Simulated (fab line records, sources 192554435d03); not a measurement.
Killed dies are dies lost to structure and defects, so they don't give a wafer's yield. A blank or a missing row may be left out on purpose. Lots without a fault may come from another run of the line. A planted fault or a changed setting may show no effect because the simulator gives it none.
fab line records | flow n5_finfet
record lots=3 wafers=9 last_day=16
route steps=1938 shown BEOL_M2@919 BEOL_M3@931 BEOL_M4@1111 PASSIVATION@1936
lots that met no fault: from a run of the same line without faults
start_h: hours from the record's first day to the start of the lot's first wafer shown | wait_h: hours since the lot's step before | " the same as in the row above | L1.1+2: a row that stands for several wafers | - no value, or no start given | * or withheld: withheld | < > ~ a bound
route shown NAME@n: a module of which the file shows steps, and the number in the route of the first | usual: mean/standard deviation of fault-free wafers | same: alike in all rows | chamber/n: place in a boat | sites: the reading at each site | _std_site: their standard deviation | _edge_site: outer sites' mean less inner sites' | radius_mm: how far each site lies from the wafer's centre | mask NAME#n: copy n | behind: the tool/chamber that last shaped the wafer | hold: why the lot was held/for how many hours/how that ended | device: the transistor (n, p or np) that didn't switch | end of line: the same wafers' tests at the end of the route | a step without rows: its recipe alone | killed: dies lost to structure and defects at the first sort, not the wafer's yield | map: a wafer's dies, x killed, . not, _ none there
set.NAME: the setting as run; set.NAME@STEP: as run at that earlier step | model.NAME: the simulator's own value behind a step, which no gauge read
lots at some steps of the route; a table a step, a row a wafer
services: from which hour (start_h, from the record's first day; less than 0 if before it) a tool's chamber was out of use, for how many hours, and why
## steps
# step N5_BEOL_M2_ANNEAL_95
# recipe temp_c=400 time_s=240 ambient=vacuum
# step N5_BEOL_M2_SPUTTER_96
# recipe material=Cu target_thk_a=45 temp_c=-20 chamber_pressure_pa=0.07 power_w=withheld time_s=8.29
# step N5_BEOL_M2_ECD_50
# recipe material=Cu target_thk_a=3000
# step N5_BEOL_M2_ANNEAL_51
# recipe temp_c=225 time_s=90 ambient=N2
# step N5_BEOL_M2_CMP_52
# recipe stop_on=SiOC t_overpolish_s=6.8 down_force_psi=1 platen_rpm=50 clearing_platen_down_force_psi=1.5 clearing_platen_rpm=50 post_cmp_clean=cu_alkaline target_thk_nm=40 clearing_platen_pad_velocity_m_s=0.99484 pad_velocity_m_s=0.99484
# step N5_BEOL_M2_PRE_CLEAN_60
# recipe gas=NH3/H2 time_s=15 temp_c=* rf_power_w=300
# step N5_BEOL_M2_CO_CAP_55
# recipe material=Co target_thk_a=20 temp_c=200 precursor=CCTBA/H2 pressure_torr=30 time_s=102.1
# step N5_BEOL_M2_PRE_CLEAN_56
# recipe gas=NH3 time_s=15 temp_c=withheld rf_power_w=300
# step N5_BEOL_M2_DEP_57
# recipe material=SiCN target_thk_a=80 temp_c=withheld precursor=3MS/NH3 pressure_torr=3 rf_w=202 time_s=14
# step N5_BEOL_M3_ILD_DEP_00
# recipe material=SiOC target_thk_a=790 temp_c=350 precursor=DEMS/O2 pressure_torr=5 rf_w=500 time_s=15.3
# usual heater_power_w=449/64 showerhead_plenum_p_Torr=5.692/0.02 throttle_valve_pct=11.8/0.49
# columns lot.wafer tool chamber start_h wait_h heater_power_w showerhead_plenum_p_Torr throttle_valve_pct model.SiOC_of_BEOL_M3_ILD_DEP_00.thk_nm
L535.2 pecvd-01 0 196.04 0.0 454 5.690 11.9 78.2
L535.4 " 1 " " 429 5.735 12.2 78.8
L535.5 " 2 " " 363 5.686 11.6 78.6
L541.4 pecvd-01 2 238.55 0.1 366 5.678 11.4 79.6
L541.5 " 1 " " 443 5.732 12.2 131.6
L541.6 " 0 " " 424 5.688 12.0 79.4
L546.4 pecvd-02 0 268.56 0.1 537 5.667 11.9 80.2
L546.5 " 2 " " 391 5.680 10.8 79.8
L546.6 " 1 " " 420 5.701 12.8 80.6
# step N5_BEOL_M3_THK_MEAS_01
# recipe reads=SiOC_of_BEOL_M3_ILD_DEP_00
# usual M3_ILD_THK=79.0/0.92
# columns lot.wafer tool chamber start_h wait_h M3_ILD_THK[nm]
L535.2 film_metro-02 - 196.12 0.1 78.2
L535.4 " - " " 78.7
L535.5 " - " " 78.7
L541.4 film_metro-02 - 238.61 0.0 79.5
L541.5 " - " " 131.5
L541.6 " - " " 79.5
L546.4 film_metro-01 - 268.61 0.0 80.1
L546.5 " - " " 79.7
L546.6 " - " " 80.7
# step N5_BEOL_M3_PECVD_72
# recipe material=SiO2 target_thk_a=160 temp_c=400 precursor=TEOS/O2 pressure_torr=5.5 rf_w=450 teos_flow_sccm=53.8 gas=O2 flow_sccm=3000 time_s=18
# step N5_BEOL_M3_HM_DEP_02
# recipe material=TiN target_thk_a=200 temp_c=25 chamber_pressure_pa=0.49996
# step N5_BEOL_M3_COAT_61
# recipe resist=SOC temp_c=250 time_s=60 spin_rpm=1500 resist_thk_nm=60
# step N5_BEOL_M3_COAT_62
# recipe resist=SiARC temp_c=220 time_s=60 spin_rpm=1500 resist_thk_nm=12
# step N5_BEOL_M3_COAT_73
# recipe resist=underlayer temp_c=205 time_s=60 spin_rpm=1500 resist_thk_nm=5
# step N5_BEOL_M3_COAT_05
# recipe resist=CAR-EUV spin_rpm=1500 resist_thk_nm=30
# step N5_BEOL_M3_EBR_07
# recipe solvent=PGMEA ebr_width_mm=1.5
# step N5_BEOL_M3_SOFTBAKE_06
# recipe temp_c=110 time_s=60 resist=CAR-EUV
# step N5_BEOL_M3_EXPOSE_08
# recipe mask_id=M3 na=0.33 source_shape=dipole sigma_inner=0.369 sigma_outer=0.767 polarization=unpolarized dose_mj=33
# step N5_BEOL_M3_PEB_09
# recipe peb_temp_c=100 peb_time_s=60 resist=CAR-EUV
# step N5_BEOL_M3_DEVELOP_10
# recipe develop_time_s=30 developer=TMAH resist=CAR-EUV rinse_liquid=surfactant_rinse dry=air_spin dev_temp_c=23
# step N5_BEOL_M3_DESCUM_16
# recipe chemistry=O2 time_s=7 source_power_w=50 bias_power_w=20 pressure_mtorr=20 rf_frequency_hz=2.712e+07 temp_c=40 resist=CAR-EUV o2_flow_sccm=225
# step N5_BEOL_M3_ETCH_74
# recipe chemistry=N2/H2 target=underlayer target_depth_a=65 mask_material=CAR-EUV time_s=5.2 ion_energy_ev=200 pressure_mtorr=30 source_w=840 bias_w=150 n2_flow_sccm=200 h2_flow_sccm=200 ends=cleared
# step N5_BEOL_M3_ETCH_63
# recipe chemistry=CF4 target=SiARC target_depth_a=156 mask_material=CAR-EUV time_s=26 ion_energy_ev=80 pressure_mtorr=40 source_w=545 bias_w=36 Ar_flow_sccm=100 cf4_flow_sccm=100 ends=cleared
# step N5_BEOL_M3_ETCH_64
# recipe chemistry=N2/H2 target=SOC target_depth_a=750 overetch_a=150 mask_material=SiARC temp_c=40 time_s=112.5 ion_energy_ev=200 pressure_mtorr=30 source_w=840 bias_w=150 n2_flow_sccm=200 h2_flow_sccm=200
# step N5_BEOL_M3_STRIP_65
# recipe chemistry=N2/H2 temp_c=40 n2_flow_sccm=200 h2_flow_sccm=200 rf_frequency_hz=6e+07
# step N5_BEOL_M3_STRIP_75
# recipe chemistry=N2/H2 temp_c=40 n2_flow_sccm=200 h2_flow_sccm=200 rf_frequency_hz=6e+07
# step N5_BEOL_M3_STRIP_66
# recipe chemistry=CF4 resist=SiARC power_w=300 bias_power_w=75 pressure_mtorr=50 cf4_flow_sccm=150 rf_frequency_hz=6e+07
# step N5_BEOL_M3_HM_OPEN_17
# recipe chemistry=Cl2/BCl3 target_depth_a=200 overetch_a=60 target=TiN mask_material=SOC ion_energy_ev=150 pressure_mtorr=10 icp_w=1000 bias_w=126 Cl2_flow_sccm=53.25 bcl3_flow_sccm=21.75 Ar_flow_sccm=25
# step N5_BEOL_M3_STRIP_19
# recipe chemistry=O2 power_w=400 temp_c=40 pressure_mtorr=30 rf_frequency_hz=6e+07 bias_power_w=0 overash_fraction=0.2 o2_flow_sccm=225
# step N5_BEOL_M3_COAT_67
# recipe resist=SOC temp_c=250 time_s=60 spin_rpm=1500 resist_thk_nm=60
# step N5_BEOL_M3_COAT_68
# recipe resist=SiARC temp_c=220 time_s=60 spin_rpm=1500 resist_thk_nm=12
# step N5_BEOL_M3_COAT_76
# recipe resist=underlayer temp_c=205 time_s=60 spin_rpm=1500 resist_thk_nm=5
# step N5_BEOL_M3_COAT_22
# recipe resist=CAR-EUV spin_rpm=1500 resist_thk_nm=30
# step N5_BEOL_M3_CMP_52
# recipe stop_on=SiOC t_overpolish_s=6.8 down_force_psi=1 platen_rpm=50 clearing_platen_down_force_psi=1.5 clearing_platen_rpm=50 post_cmp_clean=cu_alkaline target_thk_nm=40 clearing_platen_pad_velocity_m_s=0.99484 pad_velocity_m_s=0.99484
# usual clearing_platen_down_force_psi=1.5001/0.003 motor_current_A=6.4/0.87
# columns lot.wafer tool chamber start_h wait_h clearing_platen_down_force_psi motor_current_A model.SiOC_of_BEOL_M3_ILD_DEP_00.thk_nm model.Cu_of_BEOL_M3_ECD_50.thk_nm
L535.2 cmp-03 1 205.78 0.2 1.5055 6.6 75.2 39.6
L535.4 " 2 " " 1.5008 7.4 75.8 40.4
L535.5 " 2 " " 1.4960 7.4 75.6 40.4
L541.4 cmp-01 0 248.63 0.1 1.4972 6.8 76.6 40.8
L541.5 " 0 " " 1.5015 7.0 128.6 92.8
L541.6 " 1 " " 1.4964 6.9 76.4 40.2
L546.4 cmp-03 3 277.43 0.2 1.5024 6.3 77.2 42
L546.5 " 0 " " 1.4992 5.7 76.8 41.4
L546.6 " 1 " " 1.5028 6.1 77.6 42.6
# step N5_BEOL_M4_RC_MEAS_101
# usual DIBL_N=36.5/1.4 DIBL_P=36.6/1.6 IOFF_N=0.160/0.024 IOFF_P=0.217/0.029 ION_N=674/8.7 ION_P=464/6.5 SS_N=71.6/0.47 SS_P=73.4/0.57 VT_N=250.0/2.5 VT_P=-250/3.1
# columns lot.wafer tool chamber start_h wait_h DIBL_N[mV/V] DIBL_P[mV/V] IOFF_N[nA/um] IOFF_P[nA/um] ION_N[uA/um] ION_P[uA/um] SS_N[mV/dec] SS_P[mV/dec] VT_N[mV] VT_P[mV]
L535.2 prober-02 0 219.06 0.4 39.5 38.6 0.216 0.269 679 464 71.9 73.7 244.3 -250
L535.4 " 0 " " 36.6 35.3 0.162 0.207 665 462 70.9 73.2 249.6 -250
L535.5 " 0 " " 36.9 36.0 0.169 0.230 689 473 71.2 73.5 247.6 -250
L541.4 prober-02 0 263.61 0.5 35.7 35.3 0.135 0.167 676 456 71.4 73.1 251.1 -255
L541.6 " 0 " " 35.9 35.2 0.131 0.162 661 453 72.1 73.6 252.4 -255
L546.4 prober-01 0 286.84 0.5 35.6 35.8 0.148 0.229 680 473 71.2 73.2 249.0 -248
L546.5 " 0 " " 37.5 37.4 0.180 0.263 685 473 71.9 73.4 247.9 -243
L546.6 " 0 " " 34.8 34.1 0.131 0.214 668 469 71.3 73.2 252.6 -248
# step N5_PASSIVATION_PROBE_49
# usual defect_limited_yield=91.2/1.4 killed_at_M0_to_M3=34/9.4 killed_at_M4_up=13/5.8 killed_at_contacts=13/6.4 killed_at_front_end=41/11 killed_at_other=3.1/2.3 killed_dies=103/16 killed_on_rim=13/3.4 killed_open=69/12 killed_short=33/7.8 sort_bin_5_function=5.1/0.91 sort_bin_6_memory=3.3/0.63 sort_n_pass=1077/16 sort_yield_pct=91.2/1.4
# same gross_dies=1180 killed_at_back_side=0 sort_bin_4_leakage[%]=0 sort_bin_8_speed[%]=0
# columns lot.wafer tool chamber start_h wait_h defect_limited_yield[%] killed_at_M0_to_M3 killed_at_M4_up killed_at_contacts killed_at_front_end killed_at_other killed_dies killed_on_rim killed_open killed_short sort_bin_5_function[%] sort_bin_6_memory[%] sort_n_pass sort_yield_pct[%]
L535.2 prober-02 - 310.67 0.1 89.5 38 21 18 45 2 124 17 82 39 6.0 3.8 1056 89.5
L535.4 prober-02 - 310.77 0.2 91.6 41 9 11 37 1 99 17 67 31 4.9 3.1 1081 91.6
L535.5 prober-02 - 310.82 0.2 90.4 33 15 10 53 2 113 11 67 44 6.2 3.3 1067 90.4
L541.5 prober-01 - 362.27 0.2 0 1094 7 23 50 6 1180 152 75 45 96.3 3.6 0 0
# killed by level:class
L535.2 MOL_CONTACT_COAG:geometric_particle:open=14 FIN_SAQP:geometric_particle:short=13 STI_FIN_REVEAL:geometric_particle:open=13 BEOL_M4:geometric_particle:open=13 FIN_SAQP:geometric_particle:open=9 BEOL_M0_SAQP:geometric_particle:short=8 BEOL_M0_SAQP:geometric_particle:open=7 BEOL_M2:geometric_particle:open=7
L535.4 MOL_CONTACT_COAG:geometric_particle:open=10 BEOL_M1:geometric_particle:open=10 STI_FIN_REVEAL:geometric_particle:open=8 BEOL_M3:geometric_particle:open=8 BEOL_M0_SAQP:geometric_particle:short=7 GATE_CUT:geometric_particle:short=6 BEOL_M0_SAQP:geometric_particle:open=6 FIN_SAQP:geometric_particle:open=5
L535.5 GATE_CUT:geometric_particle:short=13 FIN_SAQP:geometric_particle:short=10 BEOL_M1:geometric_particle:open=9 MOL_CONTACT_COAG:geometric_particle:open=8 FIN_SAQP:geometric_particle:open=7 STI_FIN_REVEAL:geometric_particle:open=7 BEOL_M0_SAQP:geometric_particle:open=6 BEOL_M0_SAQP:geometric_particle:short=5
L541.5 BEOL_M3:area_dep=1060 MOL_CONTACT_COAG:geometric_particle:open=19 FIN_SAQP:geometric_particle:open=13 BEOL_M0_SAQP:geometric_particle:short=12 FIN_SAQP:geometric_particle:short=10 BEOL_M0_SAQP:geometric_particle:open=9 STI_FIN_REVEAL:geometric_particle:open=8 GATE_CUT:geometric_particle:short=6
# map L541.5 (x killed, . not)
_________________xxxxxxxxxxxx________________
______________xxxxxxxxxxxxxxxxxx_____________
___________xxxxxxxxxxxxxxxxxxxxxxxx__________
__________xxxxxxxxxxxxxxxxxxxxxxxxxx_________
________xxxxxxxxxxxxxxxxxxxxxxxxxxxxxx_______
_______xxxxxxxxxxxxxxxxxxxxxxxxxxxxxxxx______
______xxxxxxxxxxxxxxxxxxxxxxxxxxxxxxxxxx_____
_____xxxxxxxxxxxxxxxxxxxxxxxxxxxxxxxxxxxx____
____xxxxxxxxxxxxxxxxxxxxxxxxxxxxxxxxxxxxxx___
___xxxxxxxxxxxxxxxxxxxxxxxxxxxxxxxxxxxxxxxx__
___xxxxxxxxxxxxxxxxxxxxxxxxxxxxxxxxxxxxxxxx__
__xxxxxxxxxxxxxxxxxxxxxxxxxxxxxxxxxxxxxxxxxx_
__xxxxxxxxxxxxxxxxxxxxxxxxxxxxxxxxxxxxxxxxxx_
_xxxxxxxxxxxxxxxxxxxxxxxxxxxxxxxxxxxxxxxxxxxx
_xxxxxxxxxxxxxxxxxxxxxxxxxxxxxxxxxxxxxxxxxxxx
_xxxxxxxxxxxxxxxxxxxxxxxxxxxxxxxxxxxxxxxxxxxx
_xxxxxxxxxxxxxxxxxxxxxxxxxxxxxxxxxxxxxxxxxxxx
_xxxxxxxxxxxxxxxxxxxxxxxxxxxxxxxxxxxxxxxxxxxx
_xxxxxxxxxxxxxxxxxxxxxxxxxxxxxxxxxxxxxxxxxxxx
_xxxxxxxxxxxxxxxxxxxxxxxxxxxxxxxxxxxxxxxxxxxx
_xxxxxxxxxxxxxxxxxxxxxxxxxxxxxxxxxxxxxxxxxxxx
__xxxxxxxxxxxxxxxxxxxxxxxxxxxxxxxxxxxxxxxxxx_
__xxxxxxxxxxxxxxxxxxxxxxxxxxxxxxxxxxxxxxxxxx_
___xxxxxxxxxxxxxxxxxxxxxxxxxxxxxxxxxxxxxxxx__
___xxxxxxxxxxxxxxxxxxxxxxxxxxxxxxxxxxxxxxxx__
____xxxxxxxxxxxxxxxxxxxxxxxxxxxxxxxxxxxxxx___
_____xxxxxxxxxxxxxxxxxxxxxxxxxxxxxxxxxxxx____
______xxxxxxxxxxxxxxxxxxxxxxxxxxxxxxxxxx_____
_______xxxxxxxxxxxxxxxxxxxxxxxxxxxxxxxx______
________xxxxxxxxxxxxxxxxxxxxxxxxxxxxxx_______
__________xxxxxxxxxxxxxxxxxxxxxxxxxx_________
___________xxxxxxxxxxxxxxxxxxxxxxxx__________
______________xxxxxxxxxxxxxxxxxx_____________
_________________xxxxxxxxxxxx________________
# map L535.2 (x killed, . not)
_________________.......x....________________
______________........x...x....._____________
___________....x...................__________
__________.....x........x.........x._________
________.......x..xx......x...x.x..x.._______
_______x.................x.............______
______.....................x........x..._____
_____......x........x..x......x..x...x...____
____............x....x........xx..........___
___....................x.............x....x__
___..........x.x..x.........x..............__
__.........................................._
__........................x.x.x............._
_........x..........x...........x............
_..x.......x......................x..........
_..................x..x........x..x.....x....
_x..x..........x.......x......x..............
_.........x..x...................x.......x...
_x.....x..x..x......................x......x.
_...x......x....................x............
_.....x.................x......x.x.....x.....
__x..........xx......x....x......x.x..x.xx.._
__.................x..x.................x..._
___..............xx....x...x.......x.......__
___.x....................x....x......x.....__
____....x.......x...x....x..x..x..........___
_____....x.................x......x....x.____
______.x.xx.x....................x......_____
_______x..........x...x......x.........______
________................x............._______
__________....x.....x..............._________
___________...x.x...........x...x..__________
______________.x..........x....._____________
_________________....x....x..________________
## services
# columns tool chamber start_h hours kind
cmp-03 - 198.27 1.0 repair
pecvd-02 2 202.38 - clean
pecvd-02 2 202.38 - consumable_replace:showerhead
pecvd-02 2 202.38 29.0 scheduled_down
pecvd-02 2 202.38 29.0 vent_cycle
pecvd-02 0 222.07 5.5 scheduled_down
pecvd-02 - 227.83 0.8 repair
pecvd-02 1 254.31 5.5 scheduled_down
cmp-01 - 272.53 4.6 pm
pecvd-01 1 273.93 5.5 scheduled_down
## key
first_sign step=N5_BEOL_M3_THK_MEAS_01 reading=M3_ILD_THK direction=up sigmas=57 usual=79.0 struck=131.5
effect step=N5_PASSIVATION_PROBE_49 reading=killed_at_M0_to_M3 direction=up sigmas=99+ usual=34 struck=1094
model_effect step=N5_BEOL_M3_ILD_DEP_00 value=SiOC_of_BEOL_M3_ILD_DEP_00.thk_nm without=80 struck=131.6
model_effect step=N5_BEOL_M3_CMP_52 value=SiOC_of_BEOL_M3_ILD_DEP_00.thk_nm without=77 struck=128.6
more_kills_born_at N5_BEOL_M3_ILD_DEP_00@pecvd-01=1060
met_at N5_BEOL_M3_ILD_DEP_00
struck_wafers L541.5
later_rows_left_out L541.5
onset_between 196.04 238.55
fault kind=process_parameter_drift tool=pecvd-01 chamber=- onset_h=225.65 steps=N5_BEOL_M3_ILD_DEP_00 channel=time_s offset=* shape=step end_h=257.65 scope=struck_wafers_only acts_in=* stated=*
# later_rows_left_out: the simulator's readings of these wafers behind a module that went badly wrong aren't trusted and aren't shown, but for the sort
